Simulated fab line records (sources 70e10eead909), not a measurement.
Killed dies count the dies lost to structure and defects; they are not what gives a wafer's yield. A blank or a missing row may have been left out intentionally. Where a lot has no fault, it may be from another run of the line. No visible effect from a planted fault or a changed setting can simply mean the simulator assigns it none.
fab line records	flow nand_harc
[record] lots = 6	wafers = 18	last_day = 24
route steps=1159 shown A_CONTACT@903 END@1159
lots that met no fault: taken from a fault-free run of the same line
start_h: hours from the record's first day to the start of the lot's first wafer shown	wait_h: time in hours since the lot's previous step	" identical to the entry in the row above	L1.1+2: several wafers, shown together as one row	- no value present, or no start provided	* or withheld: withheld	< > ~ a bound
route shown NAME@n: a module of which the file shows steps, and the number in the route of the first	usual: the fault-free wafers' mean and standard deviation	same: alike in all rows	chamber/n: place in a boat	sites: each site's reading	_std_site: the standard deviation of these	_edge_site: mean of outer sites minus mean of inner sites	radius_mm: how far each site lies from the wafer's centre	mask NAME#n: copy n	behind: the last tool/chamber to shape the wafer	hold: why the lot went on hold/how many hours it stayed there/how the hold came to an end	device: the transistor (n, p or np) that didn't switch	end of line: the tests these same wafers got at the end of their route	where a step has no rows: the recipe by itself	killed: dies lost to structure and defects at the first sort, not the wafer's yield	map: shows each die of a wafer: x if killed, . if not, _ if none is there
set.NAME: the setting as run; set.NAME@STEP: as run at that earlier step	model.NAME: the simulator's own value behind a step, which no gauge read
certain route steps with their lots: each step a table, each wafer a row
services: from which hour (start_h, from the record's first day; less than 0 if before it) a tool's chamber was out of use, for how many hours, and why
[[steps]]
[step NHARC_A_CONTACT_ETCH_78]
[recipe] target_depth_a = 28000	over_etch_frac = 0.3	time_s = 728	ion_energy_ev = 150	o2_flow_sccm = 400	cos_flow_sccm = 20	ar_flow_sccm = 0	rf_w = 500	bias_w = 300	chemistry = O2/COS
[step NHARC_A_CONTACT_ETCH_124]
[recipe] source_w = withheld	pressure_mtorr = 20	bias_v = withheld	time_s = 140	target_depth_a = 7000	ar_flow_sccm = withheld	c4f8_flow_sccm = withheld	o2_flow_sccm = withheld	chemistry = C4F8/O2/Ar
[step NHARC_A_CONTACT_ETCH_125]
[recipe] source_w = withheld	pressure_mtorr = 20	bias_v = 1200	time_s = 155	target_depth_a = 9560	ar_flow_sccm = withheld	c4f8_flow_sccm = withheld	o2_flow_sccm = withheld	chemistry = C4F8/O2/Ar
[step NHARC_A_CONTACT_ETCH_126]
[recipe] source_w = withheld	pressure_mtorr = 20	bias_v = 1200	time_s = 155	target_depth_a = 9560	ar_flow_sccm = withheld	c4f8_flow_sccm = withheld	o2_flow_sccm = withheld	chemistry = C4F8/O2/Ar
[step NHARC_A_CONTACT_ETCH_127]
[recipe] source_w = withheld	pressure_mtorr = 20	bias_v = 1200	time_s = 155	target_depth_a = 9560	ar_flow_sccm = withheld	c4f8_flow_sccm = withheld	o2_flow_sccm = withheld	chemistry = C4F8/O2/Ar
[step NHARC_A_CONTACT_ETCH_128]
[recipe] source_w = withheld	pressure_mtorr = 20	bias_v = 1200	time_s = 155	target_depth_a = 9560	ar_flow_sccm = withheld	c4f8_flow_sccm = withheld	o2_flow_sccm = withheld	chemistry = C4F8/O2/Ar
[usual] chamber_pressure_mTorr = 20.002/0.019
lot.wafer	tool	chamber	start_h	wait_h	chamber_pressure_mTorr	rf_hours_counter_h
L414.1	har_cap_etch-03	1	380.22	0.1	19.989	86
L414.4	"	0	"	"	20.006	-
L414.3	"	1	"	"	20.007	-
L416.2	har_cap_etch-01	0	394.83	0.1	20.014	60
L416.1	"	1	"	"	19.991	60
L416.6	"	0	"	"	19.984	-
L419.4	har_cap_etch-01	1	415.58	0.1	19.975	-
L419.3	"	0	"	"	20.036	-
L419.5	"	1	"	"	20.024	-
L427.1	har_cap_etch-03	1	476.14	0.1	19.966	103
L427.4	"	1	"	"	19.997	-
L427.6	"	1	"	"	19.995	-
L430.2	har_cap_etch-02	1	489.16	0.2	20.009	31
L430.3	"	1	"	"	20.035	-
L430.5	"	0	"	"	19.973	-
L434.4	har_cap_etch-02	0	493.03	0.2	20.010	-
L434.6	"	1	"	"	20.001	-
L434.5	"	0	"	"	20.015	-
[step NHARC_A_CONTACT_ETCH_129]
[recipe] source_w = withheld	pressure_mtorr = 20	bias_v = 1200	time_s = 155	target_depth_a = 9560	ar_flow_sccm = withheld	c4f8_flow_sccm = withheld	o2_flow_sccm = withheld	chemistry = C4F8/O2/Ar
[usual] chamber_pressure_mTorr = 20.002/0.019
lot.wafer	tool	chamber	start_h	wait_h	chamber_pressure_mTorr	rf_hours_counter_h
L414.1	har_cap_etch-03	1	380.36	0.1	20.011	86
L414.4	"	0	"	"	20.006	-
L414.3	"	1	"	"	20.030	-
L416.2	har_cap_etch-01	0	394.97	0.1	19.996	60
L416.1	"	1	"	"	20.054	60
L416.6	"	0	"	"	20.018	-
L419.4	har_cap_etch-01	1	415.72	0.1	20.011	-
L419.3	"	0	"	"	20.014	-
L419.5	"	1	"	"	19.977	-
L427.1	har_cap_etch-03	1	476.29	0.1	19.998	104
L427.4	"	1	"	"	20.047	-
L427.6	"	1	"	"	19.994	-
L430.2	har_cap_etch-02	1	489.34	0.2	19.982	31
L430.3	"	1	"	"	20.020	-
L430.5	"	0	"	"	20.009	-
L434.4	har_cap_etch-02	0	493.21	0.2	19.992	-
L434.6	"	1	"	"	19.965	-
L434.5	"	0	"	"	19.992	-
[step NHARC_A_CONTACT_ETCH_130]
[recipe] source_w = withheld	pressure_mtorr = 20	bias_v = 1200	time_s = 155	target_depth_a = 9560	ar_flow_sccm = withheld	c4f8_flow_sccm = withheld	o2_flow_sccm = withheld	chemistry = C4F8/O2/Ar
[step NHARC_A_CONTACT_ETCH_131]
[recipe] source_w = withheld	pressure_mtorr = 20	bias_v = 1200	time_s = 155	target_depth_a = 9560	ar_flow_sccm = withheld	c4f8_flow_sccm = withheld	o2_flow_sccm = withheld	chemistry = C4F8/O2/Ar
[step NHARC_A_CONTACT_ETCH_132]
[recipe] source_w = withheld	pressure_mtorr = 20	bias_v = 1200	time_s = 156	target_depth_a = 9580	ar_flow_sccm = withheld	c4f8_flow_sccm = withheld	o2_flow_sccm = withheld	chemistry = C4F8/O2/Ar
[usual] chamber_pressure_mTorr = 19.997/0.017
lot.wafer	tool	chamber	start_h	wait_h	chamber_pressure_mTorr	rf_hours_counter_h
L414.1	har_cap_etch-03	1	380.79	0.1	19.993	87
L414.4	"	0	"	"	19.995	-
L414.3	"	1	"	"	19.993	-
L416.2	har_cap_etch-01	0	395.40	0.1	20.009	60
L416.1	"	1	"	"	19.972	60
L416.6	"	0	"	"	19.977	-
L419.4	har_cap_etch-01	1	416.14	0.1	20.012	-
L419.3	"	0	"	"	19.993	-
L419.5	"	1	"	"	19.967	-
L427.1	har_cap_etch-03	1	476.71	0.1	20.006	104
L427.4	"	1	"	"	19.963	-
L427.6	"	1	"	"	19.996	-
L430.2	har_cap_etch-02	1	489.91	0.2	20.020	31
L430.3	"	1	"	"	19.985	-
L430.5	"	0	"	"	20.021	-
L434.4	har_cap_etch-02	0	493.78	0.2	19.999	-
L434.6	"	1	"	"	19.971	-
L434.5	"	0	"	"	19.997	-
[step NHARC_A_CONTACT_ETCH_133]
[recipe] source_w = withheld	pressure_mtorr = 20	bias_v = 400	time_s = 195	target_depth_a = 8400	ar_flow_sccm = withheld	c4f8_flow_sccm = 11.5	o2_flow_sccm = 7.2	chemistry = C4F8/O2/Ar
[step NHARC_A_CONTACT_ETCH_91]
[recipe] target_depth_a = 400	over_etch_frac = 0.5	time_s = 85.7	ion_energy_ev = 120	ch3f_flow_sccm = 50	o2_flow_sccm = 30	ar_flow_sccm = 200	rf_w = 500	bias_w = 100	chemistry = CH3F/O2
[step NHARC_A_CONTACT_ETCH_97]
[recipe] target_depth_a = 200	over_etch_frac = 0.5	time_s = 10	ion_energy_ev = 250	c4f6_flow_sccm = 25	o2_flow_sccm = 20	ar_flow_sccm = 500	rf_w = 600	bias_w = 500	chemistry = C4F6/O2
[usual] chamber_pressure_mTorr = 30.001/0.029	drypump_motor_current_A = 5.7/0.42	oes_product_au = 0.952/0.014	rf_vpp_V = 548/3.6	showerhead_plenum_p_Torr = 4.00/0.17	throttle_valve_pct = 26.902/0.0079
lot.wafer	tool	chamber	start_h	wait_h	chamber_pressure_mTorr	drypump_motor_current_A	oes_product_au	rf_hours_counter_h	rf_vpp_V	showerhead_plenum_p_Torr	throttle_valve_pct
L414.3	rie_diel-11	0	381.61	-	29.950	5.6	0.957	1	550	4.11	26.902
L414.1	"	1	"	"	29.949	5.6	0.949	1	550	4.14	26.896
L414.4	"	3	"	"	29.997	5.8	0.964	1	548	3.97	26.904
L416.1	rie_diel-12	0	396.24	-	29.986	5.5	0.939	3	551	4.18	26.902
L416.2	"	2	"	"	29.985	4.8	0.957	2	554	4.23	26.903
L416.6	"	3	"	"	29.920	5.4	0.944	-	551	4.19	26.918
L419.4	rie_diel-11	2	417.01	-	30.021	5.8	0.977	10	542	3.71	26.904
L419.3	"	3	"	"	29.969	5.8	0.962	10	547	3.96	26.904
L419.5	"	1	"	"	30.023	5.5	0.980	-	550	4.14	26.902
L427.1	rie_diel-12	0	477.56	-	29.995	5.5	0.939	34	553	4.16	26.897
L427.4	"	1	"	"	29.972	5.2	0.941	34	550	4.06	26.902
L427.6	"	3	"	"	30.019	5.4	0.949	-	552	4.17	26.886
L430.3	rie_diel-12	3	490.94	0.1	29.997	5.4	0.950	33	553	4.17	26.908
L430.2	"	0	"	"	29.991	5.5	0.954	38	551	4.16	26.903
L430.5	"	2	"	"	29.930	4.8	0.949	-	553	4.21	26.896
L434.4	rie_diel-11	2	494.72	-	30.004	5.8	0.960	23	543	3.71	26.897
L434.5	"	3	"	"	29.978	5.8	0.942	-	548	3.95	26.905
L434.6	"	0	"	"	30.047	5.6	0.964	-	551	4.10	26.908
[step NHARC_A_CONTACT_CD_MEAS_80]
[usual] cd_nm = 189.6/0.6
lot.wafer	tool	chamber	start_h	wait_h	cd_nm
L414.1	cd_sem-03	-	381.69	-	189.3
L414.3	"	-	"	"	189.7
L414.4	"	-	"	"	189.8
L416.1	cd_sem-03	-	396.32	-	189.0
L416.2	"	-	"	"	189.1
L416.6	"	-	"	"	189.0
L419.3	cd_sem-01	-	417.10	-	189.5
L419.4	"	-	"	"	190.2
L419.5	"	-	"	"	189.4
L427.1	cd_sem-03	-	477.63	-	189.4
L427.4	"	-	"	"	189.8
L427.6	"	-	"	"	189.5
L430.2	cd_sem-03	-	491.02	-	190.3
L430.3	"	-	"	"	189.7
L430.5	"	-	"	"	189.9
L434.4	cd_sem-02	-	494.80	-	189.6
L434.5	"	-	"	"	189.2
L434.6	"	-	"	"	189.1
[step NHARC_A_CONTACT_STRIP_103]
[recipe] n2_flow_sccm = 150	h2_flow_sccm = 150	ar_flow_sccm = 0	bias_w = 0	chemistry = N2/H2
[step NHARC_A_CONTACT_STRIP_104]
[recipe] cf4_flow_sccm = 100	chf3_flow_sccm = 30	ar_flow_sccm = 0	bias_w = 0	chemistry = CF4/CHF3
[step NHARC_A_CONTACT_STRIP_105]
[recipe] o2_flow_sccm = 400	cos_flow_sccm = 20	ar_flow_sccm = 0	bias_w = 0	chemistry = O2/COS
[step NHARC_A_CONTACT_ETCH_106]
[recipe] target_depth_a = 600	overetch_a = 60	time_s = 33	ion_energy_ev = 100	cf4_flow_sccm = 80	o2_flow_sccm = 20	ar_flow_sccm = 0	rf_w = 300	bias_w = 100	chemistry = CF4/O2
[step NHARC_A_CONTACT_STRIP_82]
[recipe] o2_flow_sccm = 500	ar_flow_sccm = 0	bias_w = 0	chemistry = O2
[step NHARC_A_CONTACT_STRIP_83]
[recipe] time_s = 600	temp_c = 30	chemistry = post_etch_residue_remover
[step NHARC_A_CONTACT_DEP_84]
[recipe] target_thk_a = 20000	temp_c = 400	material = aC
[step NHARC_A_CONTACT_DEP_85]
[recipe] target_thk_a = 500	target_thk_nm = 50	temp_c = 400	pressure_torr = 3.5	flow_sccm = 200	rf_w = 350	material = SiON
[step NHARC_A_CONTACT_DEHYDRATE_00]
[recipe] temp_c = 150	time_s = 120
[step NHARC_A_CONTACT_HMDS_01]
[recipe] time_s = 30
[step NHARC_A_CONTACT_COAT_86]
[recipe] temp_c = 260	time_s = 75
[step NHARC_A_CONTACT_COAT_87]
[recipe] temp_c = 225	time_s = 65
[step NHARC_A_CONTACT_COAT_02]
[recipe] spin_rpm = 1500	resist_thk_nm = 90
[step NHARC_A_CONTACT_SOFTBAKE_03]
[recipe] temp_c = 105	time_s = 55
[step NHARC_A_CONTACT_EBR_04]
[step NHARC_A_CONTACT_EXPOSE_05]
[recipe] na = 1.35	sigma_outer = 0.8	dose_mj = 84.24	mask_id = A_CC
[step NHARC_A_CONTACT_PEB_06]
[recipe] peb_temp_c = 100	peb_time_s = 65
[step NHARC_A_CONTACT_DEVELOP_07]
[recipe] develop_time_s = 35	dev_temp_c = 23
[step NHARC_A_CONTACT_CD_MEAS_08]
[recipe] target_cd_nm = 100	landing_energy_ev = 500
[usual] cd_nm = 100.1/0.41
lot.wafer	tool	chamber	start_h	wait_h	cd_nm
L414.1	cd_sem-02	0	384.78	-	100.0
L414.3	"	0	"	"	100.0
L414.4	"	0	"	"	100.0
L416.1	cd_sem-01	0	401.20	-	99.2
L416.2	"	0	"	"	99.8
L416.6	"	0	"	"	99.9
L419.3	cd_sem-02	0	420.00	-	100.6
L419.4	"	0	"	"	99.7
L419.5	"	0	"	"	99.8
L427.1	cd_sem-03	0	483.63	-	100.2
L427.4	"	0	"	"	99.8
L427.6	"	0	"	"	99.5
L430.2	cd_sem-03	0	495.47	-	99.7
L430.3	"	0	"	"	100.3
L430.5	"	0	"	"	100.0
L434.4	cd_sem-03	0	497.78	-	100.3
L434.5	"	0	"	"	100.1
L434.6	"	0	"	"	100.7
[step NHARC_A_CONTACT_OVL_MEAS_09]
[usual] overlay_x_nm = -0.2/0.96	overlay_y_nm = 0.1/0.83
lot.wafer	tool	chamber	start_h	wait_h	overlay_x_nm	overlay_y_nm
L414.1	overlay-01	-	384.87	-	0.3	-0.4
L414.3	"	-	"	"	0.2	-0.1
L414.4	"	-	"	"	-0.1	-0.4
L416.1	overlay-02	-	401.29	-	1.8	0.8
L416.2	"	-	"	"	1.5	0.3
L416.6	"	-	"	"	1.3	0.6
L419.3	overlay-02	-	420.08	-	-0.8	0.6
L419.4	"	-	"	"	-0.4	0.2
L419.5	"	-	"	"	-1.1	0.8
L427.1	overlay-02	-	483.71	-	-2.0	1.5
L427.4	"	-	"	"	-1.7	1.1
L427.6	"	-	"	"	-1.6	1.8
L430.2	overlay-02	-	495.56	-	-0.4	1.3
L430.3	"	-	"	"	-0.8	1.5
L430.5	"	-	"	"	-0.5	2.0
L434.4	overlay-02	-	497.87	-	0.5	0.1
L434.5	"	-	"	"	0.9	-0.3
L434.6	"	-	"	"	1.1	-0.4
[step NHARC_A_CONTACT_DESCUM_13]
[recipe] time_s = 3	o2_flow_sccm = 200	ar_flow_sccm = 0	bias_power_w = 0	chemistry = O2
[step NHARC_A_CONTACT_ETCH_88]
[recipe] target_depth_a = 390	over_etch_frac = 0.3	time_s = 65	ion_energy_ev = 80	cf4_flow_sccm = 150	ar_flow_sccm = 0	rf_w = 300	bias_w = 100	chemistry = CF4
[step NHARC_A_CONTACT_ETCH_89]
[recipe] target_depth_a = 2600	over_etch_frac = 0.3	time_s = 475.3	ion_energy_ev = 200	n2_flow_sccm = 150	h2_flow_sccm = 150	ar_flow_sccm = 0	rf_w = 400	bias_w = 150	chemistry = N2/H2
[step NHARC_A_CONTACT_ETCH_30]
[recipe] target_depth_a = 605	time_s = 30.2	cf4_flow_sccm = 100	chf3_flow_sccm = 30	ar_flow_sccm = 0	rf_w = 500	bias_w = 200	chemistry = CF4/CHF3
[usual] chamber_pressure_mTorr = 24.998/0.024	drypump_motor_current_A = 5.8/0.41	oes_product_au = 0.941/0.023	rf_vpp_V = 371.6/2.5	showerhead_plenum_p_Torr = 1.60/0.07	throttle_valve_pct = 16.804/0.01
lot.wafer	tool	chamber	start_h	wait_h	chamber_pressure_mTorr	drypump_motor_current_A	oes_product_au	rf_hours_counter_h	rf_vpp_V	showerhead_plenum_p_Torr	throttle_valve_pct
L414.1	rie_diel-11	3	-	-	24.955	5.8	0.955	3	372.5	1.59	16.837
L414.3	"	0	"	"	24.991	5.6	0.973	3	374.1	1.65	16.806
L414.4	"	1	"	"	25.050	5.6	0.985	3	374.0	1.67	16.813
L416.2	rie_diel-11	0	-	-	24.966	5.6	0.936	8	372.7	1.65	16.791
L416.1	"	3	"	"	25.044	5.8	0.935	8	371.0	1.59	16.807
L416.6	"	1	"	"	24.988	5.6	0.919	-	375.1	1.66	16.816
L419.4	rie_diel-11	2	-	-	24.991	5.8	0.952	11	367.7	1.49	16.806
L419.3	"	1	"	"	24.993	5.6	0.960	11	374.3	1.66	16.815
L419.5	"	2	"	"	24.976	5.8	0.967	-	366.6	1.49	16.822
L427.1	rie_diel-12	3	-	-	24.952	5.4	0.984	31	374.1	1.68	16.807
L427.4	"	2	"	"	25.035	4.9	0.964	-	374.1	1.69	16.810
L427.6	"	3	"	"	25.025	5.3	0.981	-	374.8	1.68	16.812
L430.3	rie_diel-11	0	-	-	24.960	5.6	0.980	24	373.5	1.65	16.806
L430.2	"	1	"	"	25.012	5.6	0.970	22	373.6	1.66	16.804
L430.5	"	1	"	"	24.996	5.6	0.954	-	373.2	1.66	16.818
L434.4	rie_diel-11	3	-	-	25.001	5.8	0.932	26	371.7	1.58	16.801
L434.5	"	0	"	"	24.996	5.6	0.940	-	374.5	1.65	16.806
L434.6	"	1	"	"	24.997	5.6	0.922	-	373.6	1.66	16.800
[step NHARC_A_CONTACT_ETCH_31]
[recipe] target_depth_a = 20000	over_etch_frac = 0.3	time_s = 520	ion_energy_ev = 150	o2_flow_sccm = 400	cos_flow_sccm = 20	ar_flow_sccm = 0	rf_w = 500	bias_w = 300	chemistry = O2/COS
[usual] chamber_pressure_mTorr = 19.998/0.018	drypump_motor_current_A = 5.8/0.41	oes_product_au = 1.001/0.0074	rf_vpp_V = 314.9/2.1	showerhead_plenum_p_Torr = 3.18/0.14	throttle_valve_pct = 28.330/0.0081
lot.wafer	tool	chamber	start_h	wait_h	chamber_pressure_mTorr	drypump_motor_current_A	oes_product_au	rf_hours_counter_h	rf_vpp_V	showerhead_plenum_p_Torr	throttle_valve_pct
L414.3	rie_diel-11	3	-	-	19.998	5.8	0.995	3	316.2	3.16	28.325
L414.1	"	0	"	"	19.992	5.6	1.007	3	317.0	3.28	28.327
L414.4	"	1	"	"	19.990	5.6	1.000	3	316.2	3.30	28.336
L416.2	rie_diel-11	1	-	-	19.989	5.6	0.990	8	317.3	3.30	28.329
L416.1	"	2	"	"	20.012	5.8	0.991	8	313.0	2.95	28.340
L416.6	"	2	"	"	19.979	5.8	0.991	-	310.6	2.95	28.324
L419.3	rie_diel-11	1	-	-	20.006	5.6	0.992	11	317.1	3.30	28.328
L419.4	"	3	"	"	20.008	5.8	1.001	11	313.9	3.15	28.317
L419.5	"	1	"	"	19.986	5.5	0.999	-	316.1	3.30	28.328
L427.1	rie_diel-12	2	-	-	20.008	4.8	1.001	31	318.4	3.36	28.322
L427.4	"	0	"	"	20.019	5.5	1.006	-	316.8	3.32	28.324
L427.6	"	2	"	"	19.987	4.9	1.005	-	317.3	3.36	28.324
L430.3	rie_diel-11	0	-	-	19.987	5.6	1.001	24	316.7	3.27	28.337
L430.2	"	1	"	"	19.993	5.6	1.007	22	317.6	3.29	28.334
L430.5	"	2	"	"	19.998	5.8	1.000	-	312.3	2.94	28.334
L434.4	rie_diel-11	2	-	-	19.968	5.7	0.998	25	311.8	2.94	28.331
L434.6	"	2	"	"	19.969	5.8	1.007	-	311.4	2.94	28.326
L434.5	"	3	"	"	19.991	5.7	0.982	-	314.9	3.14	28.323
[step NHARC_A_CONTACT_ETCH_134]
[recipe] source_w = withheld	pressure_mtorr = 20	bias_v = withheld	time_s = 140	target_depth_a = 7000	ar_flow_sccm = withheld	c4f8_flow_sccm = withheld	o2_flow_sccm = withheld	chemistry = C4F8/O2/Ar
[step NHARC_A_CONTACT_ETCH_135]
[recipe] source_w = withheld	pressure_mtorr = 20	bias_v = 3000	time_s = 132	target_depth_a = 12870	ar_flow_sccm = withheld	c4f8_flow_sccm = withheld	o2_flow_sccm = withheld	chemistry = C4F8/O2/Ar
[step NHARC_END_SORT_01]
[recipe] temp_c = 25
[usual] killed_at_array = 24/7.4	killed_at_other = 0.5/0.81	killed_at_periphery = 3.4/2.3	killed_dies = 28/8	killed_open = 3.4/1.8	killed_short = 2.0/1.4
[same] gross_dies = 677
lot.wafer	tool	chamber	start_h	wait_h	killed_at_array	killed_at_other	killed_at_periphery	killed_dies	killed_open	killed_short
L427.6	prober-01	0	549.98	3.9	89	0	3	92	4	0
L430.3	prober-02	0	557.40	3.1	85	0	6	91	3	1
// killed by level:class
L427.6 A_CONTACT:unspecified=68 A_CHANNEL_HOLE_D1:chamber_film_flake=9 A_STAIRCASE:chamber_film_flake=4 A_CONTACT:geometric_particle:open=3 A_CONTACT:chamber_film_flake=3 P_GATE:chamber_film_flake=2 A_CHANNEL_FILL_D1:chamber_film_flake=2 P_M1:geometric_particle:open=1
L430.3 A_CONTACT:unspecified=69 A_CHANNEL_HOLE_D1:chamber_film_flake=7 P_GATE:chamber_film_flake=4 A_CONTACT:chamber_film_flake=3 A_STAIRCASE:chamber_film_flake=2 P_CONTACT:geometric_particle:open=1 A_SGD_CUT:geometric_particle:short=1 A_CONTACT:geometric_particle:open=1
// map L427.6 (x killed, . not)
____________.____________
_________......._________
_______..........._______
______.............______
_____..............._____
____...............x.____
____.................____
___x...........x......___
___............x......___
__...................x.__
__.....................__
_............x.........._
_......................._
_......................._
_............x.........._
_......................._
.........................
.........................
x........................
.............x...........
xx..............x........
_.x....................._
_.x....................._
_................x......_
_x.........x...x.......x_
_xx.........xxx........._
__......x..x.xxx.......__
__......x..xxxxx....x..__
___.......xxxxxxxx..x.___
___.......xxxxxxx.....___
____.....x.xxxxxxx...____
____......xxxxxxxx...____
_____.....xxxxxxx..x_____
______...x.xxxxxx..______
_______....xxxxx.._______
_________..xxxx._________
____________.____________
// map L430.3 (x killed, . not)
____________.____________
_________....x.._________
_______..........._______
______.............______
_____..............._____
____..............x..____
____.................____
___......x............___
___...................___
__.....................__
__.....................__
_...........x..x........_
_......................._
_...........x..x........_
_..........x.....x......_
_......................._
....x....................
.....x...................
x...x....................
xx.......................
xxx...............x......
_......................._
_......................._
_x.........xx..........._
_...........x..x........_
_.........xx.x.x.......x_
__.........xxxxxx......__
__........x.xxxxx.x....__
___.......xxxxxxx.....___
___.......xxxxxxx.....___
____......xxxxxxx....____
____......xxxxxxx....____
_____.....xxxxxxxx.._____
______....xxxxxxx..______
_______......xxx.._______
_________..x.xx._________
____________.____________
[[services]]
tool	chamber	start_h	hours	kind
rie_diel-11	-	366.53	9.0	pm
rie_diel-11	0	366.53	9.0	vent_cycle
rie_diel-11	1	366.53	9.0	vent_cycle
rie_diel-11	2	366.53	9.0	vent_cycle
rie_diel-11	3	366.53	9.0	vent_cycle
rie_diel-11	0	375.53	-	clean
rie_diel-11	1	375.53	-	clean
rie_diel-11	2	375.53	-	clean
rie_diel-11	3	375.53	-	clean
rie_diel-12	-	379.62	9.0	pm
rie_diel-11	0	400.10	-	clean
rie_diel-11	1	400.10	-	clean
rie_diel-11	2	400.10	-	clean
rie_diel-11	3	400.10	-	clean
rie_diel-11	0	424.60	-	clean
rie_diel-11	1	424.60	-	clean
rie_diel-11	2	424.60	-	clean
rie_diel-11	3	424.60	-	clean
har_cap_etch-02	-	439.59	0.3	repair
har_cap_etch-01	-	440.34	0.3	repair
rie_diel-11	0	441.10	3.3	repair
rie_diel-11	0	449.10	-	clean
rie_diel-11	1	449.10	-	clean
rie_diel-11	1	454.41	2.5	repair
[[key]]
[first_sign] step = NHARC_END_SORT_01	reading = killed_at_array	direction = up	sigmas = 8.5	usual = 24	struck = 87
[effect] step = NHARC_END_SORT_01	reading = killed_dies	direction = up	sigmas = 7.9	usual = 28	struck = 92
[more_kills_born_at] NHARC_A_CONTACT_ETCH_97@rie_diel-12 = 136
met_at NHARC_A_CONTACT_ETCH_97
struck_wafers L427.6,L430.3
tester_left_out L427,L430
onset_between 396.24 477.56
[fault] kind = chamber_particle_source	tool = rie_diel-12	chamber = 3	onset_h = 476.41	steps = NHARC_A_CONTACT_ETCH_97	rate_per_visit_cm2 = 0.39724	end_h = 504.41
// tester_left_out: of these lots the tester's yield and bins aren't shown, on N5 and GAA mostly nor the transistor test; their killed dies are dies lost to structure and defects alone, not to doping, threshold or leakage, so they don't give the yield
